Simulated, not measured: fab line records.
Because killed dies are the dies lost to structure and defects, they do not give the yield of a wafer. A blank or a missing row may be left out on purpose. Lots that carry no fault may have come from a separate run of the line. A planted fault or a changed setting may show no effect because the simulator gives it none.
fab line records	flow n5-finfet
record: lots: 6	wafers: 15	last-day: 18
route steps=1938 shown MOL_CONTACT_COAG@551 PASSIVATION@1936
lots with no fault: from the same line, run without faults
start-h: the number of hours between the record's first day and the start of the first shown wafer of the lot	wait-h: hours from the lot's prior step to this one	" same as the row above	L1.1+2: a single row standing in for several wafers	- no value present, or no start provided	* or withheld: withheld	< > ~ a bound
route shown NAME@n: a module of which the file shows steps, and the number in the route of the first	usual: average and standard deviation across the fault-free wafers	same: alike in all rows	chamber/n: place in a boat	sites: the reading at each site	_std_site: standard deviation across them	_edge_site: the outer-site mean with the inner-site mean subtracted	radius-mm: how far each site lies from the wafer's centre	mask NAME#n: copy n	behind: tool/chamber where the wafer was last shaped	hold: what put the lot on hold/how long, in hours/how the hold closed	device: the n, p or np transistor that did not switch	end of line: the same wafers' tests at the end of the route	a step given without rows: its recipe and nothing more	killed: not the wafer's yield, but the dies lost to structure and defects at the first sort	map: a wafer's dies, x killed, . not, _ none there
set.NAME: the setting the step ran with; set.NAME@STEP: the setting that earlier step ran with	model.NAME: the simulator's own value behind a step, which no gauge read
lots seen at some steps along the route; tables by step, rows by wafer
services: the hour from which a tool's chamber was out of use, counted from the record's first day as start-h (under 0 if before that day), plus the number of hours and why
== steps ==
step: N5_MOL_CONTACT_COAG_SPUTTER_130
recipe: material: Co	target-thk-a: 475	temp-c: 25	chamber-pressure-pa: 0.5	power-w: 3000
step: N5_MOL_CONTACT_COAG_PRECLEAN_125
recipe: chemistry: DIW	time-s: 57.5	temp-c: 23
step: N5_MOL_CONTACT_COAG_SRD_126
recipe: dry-time-s: 32	dry: n2-spin	spin-rpm: 1500
step: N5_MOL_CONTACT_COAG_CMP_23
recipe: stop-on: SiO2	t-overpolish-s: 1.5	post-cmp-clean: cu-alkaline	down-force-psi: 2	platen-rpm: 50.289	pad-velocity-m-s: 1.0006	target-thk-nm: 0
usual: motor-current-A: 8.1/0.81	overpolish-run-s: 1.501/0.0095	time-to-endpoint-s: 9.4/2.6
lot.wafer	tool	chamber	start-h	wait-h	motor-current-A	overpolish-run-s	time-to-endpoint-s
L810.2	cmp-01	3	109.96	0.1	7.2	1.493	9.1
L810.4	"	0	"	"	8.9	1.499	11.8
L810.5	"	3	"	"	7.1	1.507	10.1
L814.4	cmp-02	3	139.81	0.1	7.7	1.484	5.7
L814.2	"	0	"	"	8.3	1.509	8.0
L814.5	"	1	"	"	7.7	1.495	6.3
L821.4	cmp-01	2	176.56	0.0	7.6	1.484	10.5
L821.5	"	3	"	"	7.5	1.508	9.5
L827.5	cmp-01	2	217.06	0.2	7.7	1.519	12.0
L827.6	"	3	"	"	7.2	1.492	10.1
L828.1	cmp-02	2	224.38	0.0	8.5	1.487	9.4
L828.3	"	0	"	"	7.8	1.503	12.2
L830.1	cmp-01	1	233.60	0.0	8.7	1.507	9.4
L830.4	"	3	"	"	6.6	1.494	9.7
L830.5	"	2	"	"	7.6	1.511	9.5
step: N5_MOL_CONTACT_COAG_WET_ETCH_26
recipe: target: Co	target-depth-nm: 13
step: N5_MOL_CONTACT_COAG_WET_ETCH_116
recipe: chemistry: SC1-inhibited	target-depth-nm: 4.6	dry: ipa-marangoni	rinse-time-s: 30	rinse-temp-c: 23
step: N5_MOL_CONTACT_COAG_ALD_27
recipe: material: SiOC	target-thk-a: 170	temp-c: 400	ald-precursor-family: carbosiloxane	ald-co-reactant: H2-plasma	pulse-time-s: 1.5	time-s: 2720	purge-time-s: 2	co-reactant-purge-time-s: 2	ald-cycles: 340	pressure-torr: 2
step: N5_MOL_CONTACT_COAG_CMP_28
recipe: stop-on: SiNx	t-overpolish-s: 0.85	post-cmp-clean: alkaline-brush	down-force-psi: 4.15	platen-rpm: 51.8	pad-velocity-m-s: 1.0307	target-thk-nm: 14.522
step: N5_MOL_CONTACT_COAG_THK_MEAS_29
recipe: reads: SiNx_of_GATE_CUT_PECVD_57+SiNx_of_GATE_CUT_SAC_CAP_01
usual: MD_CAP_THK: 17.91/0.082
lot.wafer	tool	chamber	start-h	wait-h	MD_CAP_THK[nm]
L810.2	film-metro-01	-	112.95	-	17.95
L810.4	"	-	"	"	17.95
L810.5	"	-	"	"	18.00
L814.2	film-metro-01	-	142.42	-	17.93
L814.4	"	-	"	"	17.96
L814.5	"	-	"	"	17.76
L821.4	film-metro-01	-	179.39	-	17.96
L821.5	"	-	"	"	17.87
L827.5	film-metro-01	-	219.60	-	17.78
L827.6	"	-	"	"	17.85
L828.1	film-metro-01	-	227.06	-	17.91
L828.3	"	-	"	"	17.86
L830.1	film-metro-02	-	236.28	-	17.91
L830.4	"	-	"	"	17.92
L830.5	"	-	"	"	17.97
step: N5_MOL_CONTACT_COAG_ALD_123
recipe: material: SiNx	target-thk-a: 50	temp-c: 400	ald-precursor-family: SiH2I2	ald-co-reactant: N2/H2-plasma	pulse-time-s: 1	purge-time-s: 2	co-reactant-purge-time-s: 2	ald-cycles: 100	pressure-torr: 2
usual: heater-power-outer-w: 514/61	heater-power-w: 840/91	precursor-pulse-height-rel: 0.999/0.021	susceptor-temp-C: 399.96/0.21
same: co-reactant-purge-time-s: 2	pulse-time-s: 1	purge-time-s: 2
lot.wafer	tool	chamber	start-h	wait-h	heater-power-outer-w	heater-power-w	precursor-pulse-height-rel	susceptor-temp-C
L810.2	ald-sin-02	1	112.98	0.0	513	895	0.992	399.72
L810.4	"	0	"	"	476	766	1.027	399.94
L810.5	"	0	"	"	470	753	1.006	400.13
L814.2	ald-sin-02	0	142.46	0.0	456	756	1.038	400.35
L814.4	"	2	"	"	593	857	0.961	399.87
L814.5	"	3	"	"	509	813	1.004	400.04
L821.4	ald-sin-02	1	181.12	1.7	511	870	0.989	399.63
L821.5	"	1	"	"	500	924	0.972	399.95
L827.5	ald-sin-02	2	219.88	0.3	605	868	0.956	400.25
L827.6	"	1	"	"	506	877	1.015	399.78
L828.1	ald-sin-03	0	227.09	0.0	462	787	1.014	400.27
L828.3	"	1	"	"	378	619	1.013	399.89
L830.1	ald-sin-02	2	236.32	0.0	609	861	1.004	399.67
L830.4	"	3	"	"	533	820	0.985	400.19
L830.5	"	2	"	"	586	864	0.982	400.01
step: N5_MOL_CONTACT_COAG_PECVD_31
recipe: material: SiO2	target-thk-a: 460	temp-c: 400	precursor: TEOS/O2	pressure-torr: 6.5	rf-w: withheld	teos-flow-sccm: withheld	gas: O2	flow-sccm: 2650	time-s: 8.9
usual: susceptor-temp-C: 400.02/0.21
lot.wafer	tool	chamber	start-h	wait-h	susceptor-temp-C	model.SiO2_of_MOL_CONTACT_COAG_PECVD_31.thk-nm
L810.2	pecvd-03	2	113.49	0.3	400.21	46.4
L810.4	"	0	"	"	400.03	47
L810.5	"	1	"	"	400.13	46.8
L814.2	pecvd-02	2	142.96	0.3	400.39	44.8
L814.4	"	1	"	"	399.94	46
L814.5	"	0	"	"	400.15	46.2
L821.4	pecvd-04	2	181.64	0.3	399.84	46.6
L821.5	"	1	"	"	399.79	47.6
L827.5	pecvd-04	0	220.15	0.0	-	42.6
L827.6	"	2	"	"	400.15	47
L828.1	pecvd-04	0	227.60	0.3	400.08	45.6
L828.3	"	1	"	"	-	43.4
L830.1	pecvd-03	0	236.82	0.3	399.78	46.4
L830.4	"	1	"	"	399.42	45.4
L830.5	"	2	"	"	400.06	46.2
step: N5_MOL_CONTACT_COAG_COAT_75
recipe: resist: SOC	temp-c: 250	time-s: 60	spin-rpm: 1500	resist-thk-nm: 60
step: N5_MOL_CONTACT_COAG_COAT_76
recipe: resist: SiARC	temp-c: 220	time-s: 60	spin-rpm: 1500	resist-thk-nm: 10
step: N5_MOL_CONTACT_COAG_COAT_77
recipe: resist: underlayer	temp-c: 205	time-s: 60	spin-rpm: 1500	resist-thk-nm: 10
step: N5_MOL_CONTACT_COAG_COAT_78
recipe: resist: CAR-EUV	spin-rpm: 1500	resist-thk-nm: 40
step: N5_MOL_CONTACT_COAG_EBR_80
recipe: solvent: PGMEA	ebr-width-mm: 1.5
step: N5_MOL_CONTACT_COAG_SOFTBAKE_79
recipe: temp-c: 110	time-s: 60	resist: CAR-EUV
step: N5_MOL_CONTACT_COAG_EXPOSE_81
recipe: mask-id: VG	na: 0.33	source-shape: annular	sigma-inner: 0.3	sigma-outer: 0.7	polarization: unpolarized	defocus-nm: 0	dose-mj: 59.5
step: N5_MOL_CONTACT_COAG_PEB_82
recipe: peb-temp-c: 100	peb-time-s: 60	resist: CAR-EUV
step: N5_MOL_CONTACT_COAG_DEVELOP_83
recipe: develop-time-s: 30	developer: TMAH	resist: CAR-EUV	rinse-liquid: surfactant-rinse	dry: air-spin	dev-temp-c: 23
step: N5_MOL_CONTACT_COAG_CD_MEAS_84
recipe: target-cd-nm: 25.1	landing-energy-ev: 500	detector: se-inlens	polarity: opening
usual: cd-nm: 25.11/0.26
lot.wafer	tool	chamber	start-h	wait-h	cd-nm
L810.2	cd-sem-02	0	113.83	-	25.26
L810.4	"	0	"	"	25.62
L810.5	"	0	"	"	25.30
L814.2	cd-sem-01	0	143.30	-	24.80
L814.4	"	0	"	"	25.08
L814.5	"	0	"	"	25.23
L821.4	cd-sem-03	0	181.97	-	25.01
L821.5	"	0	"	"	25.10
L827.5	cd-sem-03	0	220.61	-	24.78
L827.6	"	0	"	"	24.97
L828.1	cd-sem-02	0	227.94	-	25.02
L828.3	"	0	"	"	25.13
L830.1	cd-sem-02	0	237.16	-	25.05
L830.4	"	0	"	"	25.04
L830.5	"	0	"	"	24.88
step: N5_MOL_CONTACT_COAG_OVL_MEAS_85
recipe: points-per-wafer: 522
usual: VG_OVL: -0.3/0.73
lot.wafer	tool	chamber	start-h	wait-h	VG_OVL[nm]
L810.2	overlay-02	0	113.86	0.0	-0.8
L810.4	"	0	"	"	-0.1
L810.5	"	0	"	"	0.5
L814.2	overlay-02	0	143.33	0.0	0.6
L814.4	"	0	"	"	0.8
L814.5	"	0	"	"	2.0
L821.4	overlay-01	0	182.01	0.0	-0.9
L821.5	"	0	"	"	-1.2
L827.5	overlay-01	0	220.66	0.0	0.0
L827.6	"	0	"	"	0.3
L828.1	overlay-02	0	227.97	0.0	-1.0
L828.3	"	0	"	"	-1.3
L830.1	overlay-02	0	237.19	0.0	-0.6
L830.4	"	0	"	"	-0.5
L830.5	"	0	"	"	0.2
step: N5_MOL_CONTACT_COAG_INSPECT_57
recipe: mode: adi	inspect-instrument: brightfield
usual: raw-defect-count: 193/50
lot.wafer	tool	chamber	start-h	wait-h	raw-defect-count
L810.2	defect-inspect-02	-	113.91	0.0	191
L810.4	"	-	"	"	176
L810.5	"	-	"	"	153
L814.2	defect-inspect-02	-	143.39	0.0	170
L814.4	"	-	"	"	174
L814.5	"	-	"	"	116
L821.4	defect-inspect-01	-	182.06	0.0	194
L821.5	"	-	"	"	384
L827.5	defect-inspect-01	-	220.69	0.0	160
L827.6	"	-	"	"	145
L828.1	defect-inspect-01	-	228.02	0.1	194
L828.3	"	-	"	"	250
L830.1	defect-inspect-02	-	237.25	0.1	172
L830.4	"	-	"	"	239
L830.5	"	-	"	"	143
step: N5_MOL_CONTACT_COAG_DESCUM_88
recipe: chemistry: O2	time-s: 7	source-power-w: 50	bias-power-w: 20	pressure-mtorr: 20	rf-frequency-hz: 2.712e+07	temp-c: 40	resist: CAR-EUV	o2-flow-sccm: 225
step: N5_MOL_CONTACT_COAG_ETCH_89
recipe: chemistry: N2/H2	target: underlayer	target-depth-a: 130	mask-material: CAR-EUV	time-s: 10.4	ion-energy-ev: 200	pressure-mtorr: 30	source-w: 840	bias-w: 150	n2-flow-sccm: 200	h2-flow-sccm: 200	ends: cleared
step: N5_MOL_CONTACT_COAG_ETCH_90
recipe: chemistry: CF4	target: SiARC	target-depth-a: 130	mask-material: CAR-EUV	time-s: 21.7	ion-energy-ev: 80	pressure-mtorr: 40	source-w: 545	bias-w: 36	Ar_flow_sccm: 100	cf4-flow-sccm: 100	ends: cleared
step: N5_MOL_CONTACT_COAG_ALD_131
recipe: material: SiO2	target-thk-a: 50	temp-c: 100	ald-precursor-family: BDEAS	ald-co-reactant: O2-plasma	pulse-time-s: 1	co-reactant-pulse-time-s: 1	purge-time-s: 2	co-reactant-purge-time-s: 2	ald-cycles: 35	pressure-torr: 2
usual: heater-power-outer-w: 39/5.3	heater-power-w: 76/9.6	precursor-pulse-height-rel: 1.001/0.02	susceptor-temp-C: 100.01/0.12
same: co-reactant-purge-time-s: 2	pulse-time-s: 1	purge-time-s: 2
lot.wafer	tool	chamber	start-h	wait-h	heater-power-outer-w	heater-power-w	precursor-pulse-height-rel	susceptor-temp-C
L810.2	ald-sin-03	2	114.23	0.1	46	85	0.973	100.19
L810.4	"	0	"	"	35	72	0.984	100.05
L810.5	"	0	"	"	36	71	1.010	100.01
L814.2	ald-sin-01	1	144.17	0.1	42	79	1.006	100.10
L814.4	"	3	"	"	48	92	1.029	100.26
L814.5	"	1	"	"	41	79	0.989	99.87
L821.4	ald-sin-03	1	182.62	0.4	30	58	0.979	100.14
L821.5	"	1	"	"	30	58	1.014	100.01
L827.5	ald-sin-01	3	221.09	0.2	47	94	0.995	99.95
L827.6	"	2	"	"	38	77	0.996	99.94
L828.1	ald-sin-01	1	228.84	0.5	42	81	0.937	99.84
L828.3	"	3	"	"	48	93	1.026	100.09
L830.1	ald-sin-02	3	238.09	0.1	39	74	1.014	99.69
L830.4	"	1	"	"	41	83	0.988	100.02
L830.5	"	0	"	"	37	73	1.029	100.00
step: N5_MOL_CONTACT_COAG_ETCHBACK_132
recipe: chemistry: CHF3	target: SiO2	target-depth-a: 100	time-s: 6.7	ion-energy-ev: 200	pressure-mtorr: 30	source-w: 610	bias-w: 170	Ar_flow_sccm: 200	CHF3_flow_sccm: 50
usual: drypump-motor-current-A: 5.6/0.41	oes-product-au: 0.79/0.099	rf-vpp-V: 525/12	showerhead-plenum-p-Torr: 2.35/0.052	throttle-valve-pct: 18.74/0.27
lot.wafer	tool	chamber	start-h	wait-h	drypump-motor-current-A	oes-product-au	rf-hours-counter-h	rf-vpp-V	showerhead-plenum-p-Torr	throttle-valve-pct
L810.2	rie-diel-03	0	114.55	0.2	5.2	0.73	168	534	2.29	18.70
L810.4	"	0	"	"	5.2	0.73	-	532	2.29	18.72
L810.5	"	2	"	"	5.9	0.70	-	530	2.27	19.07
L814.2	rie-diel-06	2	144.40	0.2	4.9	0.95	31	542	2.42	18.81
L814.4	"	3	"	"	6.0	0.67	219	520	2.35	19.05
L814.5	"	2	"	"	4.9	0.93	-	543	2.42	18.81
L821.4	rie-diel-06	3	182.81	0.1	6.0	0.66	233	521	2.35	19.06
L821.5	"	0	"	"	5.8	0.78	-	519	2.31	18.49
L827.5	rie-diel-01	1	221.36	0.2	6.3	0.92	-	508	2.33	18.51
L827.6	"	0	"	"	4.8	0.68	-	528	2.36	19.21
L828.1	rie-diel-06	2	229.02	0.1	4.9	0.90	56	543	2.41	18.85
L828.3	"	1	"	"	5.7	0.69	228	531	2.34	18.89
L830.1	rie-diel-06	3	238.37	0.2	6.0	0.65	248	521	2.34	19.09
L830.4	"	2	"	"	4.9	0.89	59	543	2.41	18.84
L830.5	"	1	"	"	5.8	0.68	-	530	2.34	18.90
step: N5_MOL_CONTACT_COAG_ETCH_91
recipe: chemistry: N2/H2	target: SOC	target-depth-a: 600	overetch-a: 210	mask-material: SiARC	temp-c: 40	time-s: 101.2	ion-energy-ev: 200	pressure-mtorr: 30	source-w: 840	bias-w: 150	n2-flow-sccm: 200	h2-flow-sccm: 200
step: N5_MOL_CONTACT_COAG_STRIP_92
recipe: chemistry: N2/H2	temp-c: 40	n2-flow-sccm: 200	h2-flow-sccm: 200	rf-frequency-hz: 6e+07
step: N5_MOL_CONTACT_COAG_STRIP_93
recipe: chemistry: N2/H2	temp-c: 40	n2-flow-sccm: 200	h2-flow-sccm: 200	rf-frequency-hz: 6e+07
step: N5_MOL_CONTACT_COAG_ETCHBACK_135
recipe: chemistry: CHF3	target: SiO2	target-depth-a: 250	time-s: 16.7	ion-energy-ev: 200	pressure-mtorr: 30	source-w: 610	bias-w: 170	Ar_flow_sccm: 200	CHF3_flow_sccm: 50
usual: drypump-motor-current-A: 5.6/0.41	oes-product-au: 0.79/0.099	rf-vpp-V: 525/12	showerhead-plenum-p-Torr: 2.35/0.052	throttle-valve-pct: 18.74/0.27
lot.wafer	tool	chamber	start-h	wait-h	drypump-motor-current-A	oes-product-au	rf-hours-counter-h	rf-vpp-V	showerhead-plenum-p-Torr	throttle-valve-pct
L810.2	rie-diel-03	0	114.67	0.0	5.2	0.73	168	533	2.29	18.71
L810.4	"	0	"	"	5.2	0.73	-	533	2.29	18.72
L810.5	"	2	"	"	5.8	0.70	-	529	2.27	19.08
L814.2	rie-diel-06	2	144.53	0.0	4.9	0.94	31	543	2.42	18.78
L814.4	"	3	"	"	6.0	0.67	219	523	2.35	19.03
L814.5	"	2	"	"	4.9	0.94	-	543	2.42	18.82
L821.4	rie-diel-06	3	182.94	0.0	6.0	0.66	233	522	2.35	19.07
L821.5	"	0	"	"	5.7	0.79	-	520	2.31	18.50
L827.5	rie-diel-01	1	221.48	0.0	6.3	0.93	-	511	2.33	18.51
L827.6	"	0	"	"	4.9	0.67	-	529	2.36	19.22
L828.1	rie-diel-06	2	229.14	0.0	4.9	0.90	56	541	2.41	18.84
L828.3	"	1	"	"	5.7	0.69	228	532	2.34	18.88
L830.1	rie-diel-06	3	238.50	0.0	6.0	0.65	248	521	2.34	19.09
L830.4	"	2	"	"	4.9	0.88	60	543	2.41	18.85
L830.5	"	1	"	"	5.7	0.68	-	532	2.34	18.88
step: N5_MOL_CONTACT_COAG_STRIP_118
recipe: chemistry: CHF3	resist: SiARC	rf-frequency-hz: 6e+07
step: N5_MOL_CONTACT_COAG_VIA_ETCH_46
recipe: chemistry: C4F6/O2	target-depth-a: 460	overetch-a: 92	mask-material: SOC	target: SiO2	bias-w: 455	pressure-mtorr: 10	time-s: 40	source-w: 325	Ar_flow_sccm: 300	C4F6_flow_sccm: 10	O2_flow_sccm: 10	ion-energy-ev: 575.3	ends: end-point
usual: drypump-motor-current-A: 5.6/0.41	oes_o_777_au: 0.79/0.097	oes-product-au: 0.71/0.085	rf-vpp-V: 1588/32	showerhead-plenum-p-Torr: 2.81/0.063	throttle-valve-pct: 40.9/0.39
lot.wafer	tool	chamber	start-h	wait-h	drypump-motor-current-A	oes_o_777_au	oes-product-au	rf-hours-counter-h	rf-vpp-V	showerhead-plenum-p-Torr	throttle-valve-pct	model.etch.depth-nm
L810.2	rie-diel-03	0	114.71	0.0	5.2	0.73	0.66	168	1606	2.73	41.2	46.44
L810.4	"	0	"	"	5.2	0.73	0.67	-	1607	2.73	41.2	46.98
L810.5	"	2	"	"	5.9	0.69	0.64	-	1603	2.72	41.3	46.71
L814.2	rie-diel-06	2	144.56	0.0	4.9	0.92	0.81	31	1641	2.88	41.0	44.75
L814.4	"	3	"	"	6.0	0.70	0.61	219	1577	2.80	41.2	46.02
L814.5	"	2	"	"	4.9	0.91	0.83	-	1639	2.88	41.0	46.16
L821.4	rie-diel-06	3	182.97	0.0	6.0	0.69	0.61	233	1578	2.80	41.2	46.7
L821.5	"	0	"	"	5.8	0.77	0.71	-	1573	2.75	40.7	47.67
L827.5	rie-diel-01	1	221.54	0.0	6.3	0.94	0.80	-	1545	2.79	41.0	42.55
L827.6	"	0	"	"	4.8	0.70	0.61	-	1598	2.82	41.4	46.95
L828.1	rie-diel-06	2	229.17	0.0	4.9	0.89	0.78	56	1639	2.87	41.0	45.61
L828.3	"	1	"	"	5.7	0.68	0.59	228	1606	2.79	40.9	43.33
L830.1	rie-diel-06	3	238.53	0.0	6.0	0.68	0.60	248	1577	2.79	41.2	46.42
L830.4	"	2	"	"	4.9	0.88	0.77	60	1638	2.87	41.0	45.48
L830.5	"	1	"	"	5.8	0.69	0.61	-	1605	2.79	40.9	46.26
step: N5_MOL_CONTACT_COAG_STRIP_96
recipe: chemistry: N2/H2	power-w: 500	temp-c: 40	pressure-mtorr: 50	rf-frequency-hz: 6e+07	overash-fraction: 0.3	bias-power-w: 28	h2-frac: 0.5	n2-flow-sccm: 300	h2-flow-sccm: 300
step: N5_MOL_CONTACT_COAG_ETCH_47
recipe: chemistry: CH3F/O2	target: SiNx	target-depth-a: 270	mask-material: SiO2	stop-on: W	over-etch-frac: 0.2	ion-energy-ev: 120	endpoint: OES-CN	pressure-mtorr: 30	source-w: 395	bias-w: 73	Ar_flow_sccm: 150	CH3F_flow_sccm: 30	O2_flow_sccm: 20	ends: end-point
step: N5_MOL_CONTACT_COAG_STRIP_119
recipe: chemistry: N2/H2	time-s: 30	power-w: 1000	temp-c: 250	pressure-mtorr: withheld	n2-flow-sccm: 1750	h2-flow-sccm: 3250
step: N5_MOL_CONTACT_COAG_PRECLEAN_144
recipe: chemistry: alkaline-clean	temp-c: 60	time-s: 60	do-ppb: 50
step: N5_MOL_CONTACT_COAG_SRD_145
recipe: dry: ipa-marangoni	time-s: 30	temp-c: 23	rinse-liquid: diw
step: N5_MOL_CONTACT_COAG_CD_MEAS_137
recipe: target-cd-nm: 16
usual: cd-nm: 16.0/0.34
lot.wafer	tool	chamber	start-h	wait-h	cd-nm
L810.2	cd-sem-01	-	115.04	0.0	15.9
L810.4	"	-	"	"	16.7
L810.5	"	-	"	"	15.7
L814.2	cd-sem-01	-	144.91	0.0	16.0
L814.4	"	-	"	"	15.4
L814.5	"	-	"	"	16.3
L821.4	cd-sem-03	-	183.31	0.0	15.6
L821.5	"	-	"	"	16.4
L827.5	cd-sem-03	-	221.84	0.0	15.8
L827.6	"	-	"	"	16.1
L828.1	cd-sem-02	-	229.51	0.0	16.0
L828.3	"	-	"	"	16.0
L830.1	cd-sem-01	-	238.86	0.0	15.7
L830.4	"	-	"	"	16.3
L830.5	"	-	"	"	15.5
step: N5_MOL_CONTACT_COAG_CMP_52
recipe: stop-on: SiO2	t-overpolish-s: 1.5	post-cmp-clean: w-dilute-nh4oh	down-force-psi: 4	platen-rpm: 50.289	pad-velocity-m-s: 1.0006	target-thk-nm: 66.5
usual: motor-current-A: 12.4/1.2
lot.wafer	tool	chamber	start-h	wait-h	motor-current-A	model.SiO2_of_MOL_CONTACT_COAG_PECVD_31.thk-nm
L810.2	cmp-02	2	116.99	0.1	12.8	44.4
L810.4	"	3	"	"	12.7	45
L810.5	"	0	"	"	12.1	44.6
L814.2	cmp-03	3	147.50	0.1	10.5	42.6
L814.4	"	1	"	"	14.4	44
L814.5	"	2	"	"	12.9	44
L821.4	cmp-03	3	185.23	0.1	10.5	44.6
L821.5	"	3	"	"	11.2	45.6
L827.6	cmp-02	1	223.83	0.2	11.4	44.8
L827.5	"	2	"	"	12.2	40.6
L828.3	cmp-02	1	231.34	0.1	10.8	41.2
L828.1	"	3	"	"	12.3	43.6
L830.4	cmp-03	3	241.48	0.0	11.0	43.4
L830.1	"	0	"	"	14.2	44.4
L830.5	"	0	"	"	14.3	44.2
step: N5_MOL_CONTACT_COAG_THK_MEAS_53
recipe: reads: SiO2_of_MOL_CONTACT_COAG_PECVD_31
usual: VIA_MOL_THK: 44.1/0.62
lot.wafer	tool	chamber	start-h	wait-h	VIA_MOL_THK[nm]
L810.2	film-metro-02	-	117.21	-	44.4
L810.4	"	-	"	"	44.9
L810.5	"	-	"	"	44.6
L814.2	film-metro-02	-	147.76	-	42.7
L814.4	"	-	"	"	44.0
L814.5	"	-	"	"	44.1
L821.4	film-metro-01	-	185.49	-	44.6
L821.5	"	-	"	"	45.7
L827.5	film-metro-01	-	223.98	-	40.5
L827.6	"	-	"	"	44.8
L828.1	film-metro-02	-	231.60	-	43.5
L828.3	"	-	"	"	41.3
L830.1	film-metro-01	-	241.78	-	44.4
L830.4	"	-	"	"	43.4
L830.5	"	-	"	"	44.2
step: N5_PASSIVATION_PROBE_49
usual: killed_at_M0_to_M3: 35/11	killed_at_M4_up: 14/5.4	killed-at-contacts: 13/6	killed-at-front-end: 38/11	killed-at-other: 3.4/2.6	killed-dies: 104/19	killed-open: 68/13	killed-short: 34/8.5
same: gross-dies: 1180	killed-at-back-side: 0
lot.wafer	tool	chamber	start-h	wait-h	killed_at_M0_to_M3	killed_at_M4_up	killed-at-contacts	killed-at-front-end	killed-at-other	killed-dies	killed-open	killed-short
L827.5	prober-01	-	409.17	0.2	21	25	22	83	0	151	103	35
killed by level:class
L827.5 STI_FIN_REVEAL:geometric-particle:open=27 MOL_CONTACT_COAG:geometric-particle:open=20 FIN_SAQP:geometric-particle:open=19 HKMG_FIN:area-etch=13 BEOL_M4:geometric-particle:open=9 BEOL_M4:geometric-particle:short=9 FIN_SAQP:geometric-particle:short=8 BEOL_M3:geometric-particle:open=8
== services ==
tool	chamber	start-h	hours	kind
ald-sin-01	-	89.32	6.1	pm
cmp-01	-	91.85	1.7	repair
pecvd-03	1	94.01	14.0	repair
pecvd-03	0	96.23	7.6	repair
ald-sin-01	3	111.29	1.9	repair
cmp-03	-	112.80	4.6	pm
rie-diel-06	2	127.22	13.3	repair
cmp-02	-	131.24	4.0	pm
cmp-01	-	152.68	1.9	repair
rie-diel-06	1	153.08	4.2	repair
cmp-03	-	153.58	2.2	repair
cmp-02	-	156.04	6.4	pm
cmp-03	-	160.66	1.4	repair
ald-sin-03	2	182.84	6.7	repair
cmp-02	-	183.32	16.4	pm
cmp-01	-	183.94	1.7	repair
cmp-02	-	200.38	0.2	repair
cmp-01	-	200.65	5.8	pm
rie-diel-03	2	201.74	28.7	repair
cmp-01	-	213.24	2.2	repair
rie-diel-06	1	214.36	13.2	repair
rie-diel-03	-	219.88	28.1	pm
ald-sin-02	3	223.43	9.2	repair
cmp-01	-	239.82	5.8	repair
== key ==
first-sign: step: N5_MOL_CONTACT_COAG_THK_MEAS_53	reading: VIA_MOL_THK	direction: down	sigmas: 5.1	usual: 44.1	struck: 40.9
effect none on later readings
model-effect: step: N5_MOL_CONTACT_COAG_PECVD_31	value: SiO2_of_MOL_CONTACT_COAG_PECVD_31.thk-nm	without: 46.6	struck: 43
model-effect: step: N5_MOL_CONTACT_COAG_VIA_ETCH_46	value: etch.depth-nm	without: 46.55	struck: 42.94
model-effect: step: N5_MOL_CONTACT_COAG_CMP_52	value: SiO2_of_MOL_CONTACT_COAG_PECVD_31.thk-nm	without: 44.5	struck: 40.9
met-at N5_MOL_CONTACT_COAG_PECVD_31
struck-wafers L827.5,L828.3
tester-left-out L827,L828
baseline-loss: step: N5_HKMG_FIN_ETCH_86	wafers: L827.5
onset-between 181.64 220.15
fault: kind: process-parameter-drift	tool: pecvd-04	chamber: -	onset-h: 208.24	steps: N5_MOL_CONTACT_COAG_PECVD_31	channel: time-s	offset: *	shape: step	end-h: 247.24	scope: struck-wafers-only	acts-in: *	stated: *
tester-left-out: of these lots the tester's yield and bins aren't shown, on N5 and GAA mostly nor the transistor test; their killed dies are dies lost to structure and defects alone, not to doping, threshold or leakage, so they don't give the yield
baseline-loss: these wafers lose ten dies or more at that step, a loss of the line's own and not of a fault; the sort's usual values leave them out
